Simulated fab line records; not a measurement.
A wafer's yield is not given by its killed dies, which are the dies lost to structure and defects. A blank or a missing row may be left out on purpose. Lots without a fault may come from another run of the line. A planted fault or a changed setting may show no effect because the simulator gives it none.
Chamber matching | flow nandHarc | cmp-02 running NHARC_A_BONDPAD_CMP_19: 4 sister chambers
The step polishes, t overpolish 30 s, cu recess touch 16 s, target thk 169.82 nm. 4 wafers are shown with their chamber, then 11 later ones without.

== EACH WAFER AND ITS CHAMBER ==
wafer  | chamber | motorCurrentA (A)
L085.1 | 1       | 11.2
L085.4 | 2       | 11.8
L085.6 | 3       | 10.5
L093.2 | 0       | 13.3

== WAFERS WHOSE CHAMBER IS MISSING ==
wafer  | motorCurrentA (A)
L093.3 | 13.0
L093.4 | 10.9
L094.3 | 11.9
L094.5 | 11.6
L094.6 | 14.0
L095.1 | 12.9
L095.3 | 10.2
L095.4 | 13.6
L097.1 | 13.6
L097.4 | 11.6
L097.6 | 13.0

== WHICH CHAMBER EACH WENT THROUGH ==
wafer  | from the rows above          | in truth
L093.3 | 0                            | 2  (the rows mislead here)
L093.4 | can't be placed: 1 or 3 or 2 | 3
L094.3 | can't be placed: 2 or 1      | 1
L094.5 | can't be placed: 2 or 1      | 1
L094.6 | 0                            | 0
L095.1 | 0                            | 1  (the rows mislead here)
L095.3 | 3                            | 3
L095.4 | 0                            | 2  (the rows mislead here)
L097.1 | 0                            | 0
L097.4 | can't be placed: 2 or 1      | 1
L097.6 | 0                            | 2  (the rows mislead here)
3 of 11 placed correctly. Cannot be placed on the basis of these rows: 4; the candidates contain the true chamber in 4. 4 placed wrongly.
How it was worked out, from the rows above alone: a wafer's distance from a chamber is the root of the sum, over the readings, of the square of ((its reading less the chamber's mean) divided by the reading's scatter). The wafer belongs to the nearest chamber; if the next one is less than 2 further off, it can't be placed. A chamber's mean is the mean of its shown wafers. The scatter (one wafer shown for each chamber): square how far every hidden wafer sits from the nearest shown wafer, average those squares and take the square root.
